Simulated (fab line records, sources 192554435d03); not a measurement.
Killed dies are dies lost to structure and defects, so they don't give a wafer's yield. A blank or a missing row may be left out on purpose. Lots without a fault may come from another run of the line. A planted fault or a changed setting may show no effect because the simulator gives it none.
A struck lot beside a sound one | flow n5_finfet | 36 steps out of a route of 1938
Sound: wafers L417.2, L417.3, L417.4. Struck: wafers L407.2, L407.4, L407.6. The cause comes at the end.
At each step with rows: each side's tool, then ch and its chambers, then its first start. Under that, the readings that differ: sound wafers | struck wafers | difference of the means | sigmas: that difference in standard deviations of wafers without a fault.
alike: readings whose means differ by less than 2 such deviations, and words and numbers that are the same on both sides. not compared: withheld readings, readings that some wafer has no value for, bounds like >300 that may hide the same value, and numbers for which the record gives no deviation and whose values overlap.
The two part at a step that has a row with sigmas, a row that says differs or no value, or rows on one side only. Numbers that don't overlap but have no deviation are shown without sigmas and don't part them. A reading that every wafer of one side lacks parts them only if that side has two wafers or more.

first, 11 steps without rows for these wafers: N5_BEOL_M0_CUTY_STRIP_64 (strips in N2/H2); N5_BEOL_M0_ETCH_138 (etches SiCN in CH3F/O2, target depth 12 nm, time 31.6 s); N5_BEOL_M0_HM_OPEN_105 (chemistry Cl2/BCl3, target TiN, target depth 12 nm); N5_BEOL_M0_STRIP_140 (strips in CF4); N5_BEOL_M0_STRIP_104 (strips in N2/H2); N5_BEOL_M0_WET_ETCH_106 (etches SiO2 in DHF, target depth 130 nm, rinse time 30 s); N5_BEOL_M0_ETCH_128 (etches SiCN in CF4/N2, target depth 12 nm, overetch 5.1 nm, time 21.4 s); N5_BEOL_M0_TRENCH_ETCH_107 (etches SiOC in C4F6/O2, target depth 32.8 nm, time 16.4 s); N5_BEOL_M0_STRIP_142 (strips in N2/H2, time 10 s); N5_BEOL_M0_HM_STRIP_129 (strips TiN in peroxide tin strip, target depth 17 nm, time 108 s); N5_BEOL_M0_SRD_130 (time 30 s).
N5_BEOL_M0_ETCH_109: etches SiCN in CH3F/O2, target depth 8 nm, overetch 2.4 nm, time 27.4 s.
  sound on rie_diel-01 ch 0,1,3, day 11 09:19; struck on rie_diel-01 ch 1,2, day 9 00:32
  no value came back on the struck wafers for any of 9 readings (CH3F_flow_sccm (sccm), O2_flow_sccm (sccm) and others); on the sound wafers CH3F_flow_sccm (sccm) reads 29.85 29.98 30.07
  reading                                           | sound          | struck         | difference | sigmas
  model.SiOC_of_BEOL_M0_SAQP_ILD_DEP_01.thk_nm (nm) | 42.4 41.8 43.6 | 44.4 45.8 45.4 | +2.6       |
then, 16 steps without rows for these wafers: N5_BEOL_M0_STRIP_139 (strips in post etch residue remover, time 60 s); N5_BEOL_M0_SRD_111 (time 30 s); N5_BEOL_M0_DEGAS_112 (time 60 s); N5_BEOL_M0_PRE_CLEAN_113 (time 30 s); N5_BEOL_M0_ALD_136 (deposits TaN, pulse time 2 s, purge time 3 s, co reactant purge time 2 s); N5_BEOL_M0_SURFACE_TREAT_137; N5_BEOL_M0_CVD_115 (deposits Co from CCTBA/H2, time 120 s); N5_BEOL_M0_SPUTTER_116 (material Cu, target thk 4 nm, time 7.37 s); N5_BEOL_M0_ANNEAL_117 (time 60 s); N5_BEOL_M0_SPUTTER_132 (material Cu, target thk 4 nm, time 7.37 s); N5_BEOL_M0_ANNEAL_133 (time 60 s); N5_BEOL_M0_SPUTTER_134 (material Cu, target thk 4 nm, time 7.37 s); N5_BEOL_M0_ANNEAL_135 (time 60 s); N5_BEOL_M0_SPUTTER_141 (material Cu, target thk 4 nm, time 7.37 s); N5_BEOL_M0_ECD_118 (material Cu, target thk 300 nm); N5_BEOL_M0_ANNEAL_119 (time 90 s).
N5_BEOL_M0_CMP_120: polishes, stops on SiOC, t overpolish 6.9 s.
  sound on cmp-01 ch 0,2,3, day 11 11:21; struck on cmp-04 ch 0,2,3, day 9 03:06
  reading                                           | sound          | struck         | difference | sigmas
  model.SiOC_of_BEOL_M0_SAQP_ILD_DEP_01.thk_nm (nm) | 39.2 38.8 40.6 | 41.4 42.6 42.2 | +2.5       |
  alike: motor_current_A
then, 4 steps without rows for these wafers: N5_BEOL_M0_PRE_CLEAN_131 (time 15 s); N5_BEOL_M0_CO_CAP_123 (material Co, precursor CCTBA/H2, target thk 2 nm, time 102.1 s); N5_BEOL_M0_PRE_CLEAN_124 (time 15 s); N5_BEOL_M0_DEP_125 (deposits SiCN from 3MS/NH3, target thk 8 nm, time 14 s).
N5_BEOL_M0_RS_MEAS_126: measures by four-point-probe.
  sound on film_metro-01, day 11 11:55; struck on film_metro-02, day 9 03:43
  reading        | sound             | struck            | difference | sigmas
  M0_RS (ohm/sq) | 0.522 0.534 0.535 | 0.640 0.620 0.648 | +0.106     | +5
N5_BEOL_M4_RC_MEAS_101:
  the record has rows for the sound wafers here (prober-01 ch 0, day 13 21:58) and none for the struck ones
-- the record jumps here: 6 days lie between the struck wafers' starts before and after (it left off in module BEOL_M4 and takes up again in module PASSIVATION, whose first step shown is number 1936 of the route) --
N5_PASSIVATION_PROBE_49:
  sound on prober-01, day 18 13:40; struck on prober-02, day 15 11:40
  reading                  | sound          | struck         | difference | sigmas
  defect_limited_yield (%) | 91.5 89.6 90.4 | 0 0 0          | -90        | -60
  killed_at_M0_to_M3       | 37 47 37       | 1100 1124 1113 | +1072      | +99 or more
  killed_dies              | 100 123 113    | 1180 1180 1180 | +1068      | +59
  killed_on_rim            | 10 16 10       | 152 152 152    | +140       | +34
  sort_bin_5_function (%)  | 4.5 5.3 5.8    | 95.7 97.5 96.9 | +91.5      | +92
  sort_n_pass              | 1080 1057 1067 | 0 0 0          | -1068      | -59
  sort_yield_pct (%)       | 91.5 89.6 90.4 | 0 0 0          | -90        | -60
  alike: killed_at_M4_up, killed_at_contacts, killed_at_front_end, killed_at_other, killed_open, killed_short, sort_bin_4_leakage, sort_bin_6_memory

WHERE THEY PART
First at N5_BEOL_M0_ETCH_109; last, within this record, at N5_PASSIVATION_PROBE_49.

WHY: what the simulator had put in
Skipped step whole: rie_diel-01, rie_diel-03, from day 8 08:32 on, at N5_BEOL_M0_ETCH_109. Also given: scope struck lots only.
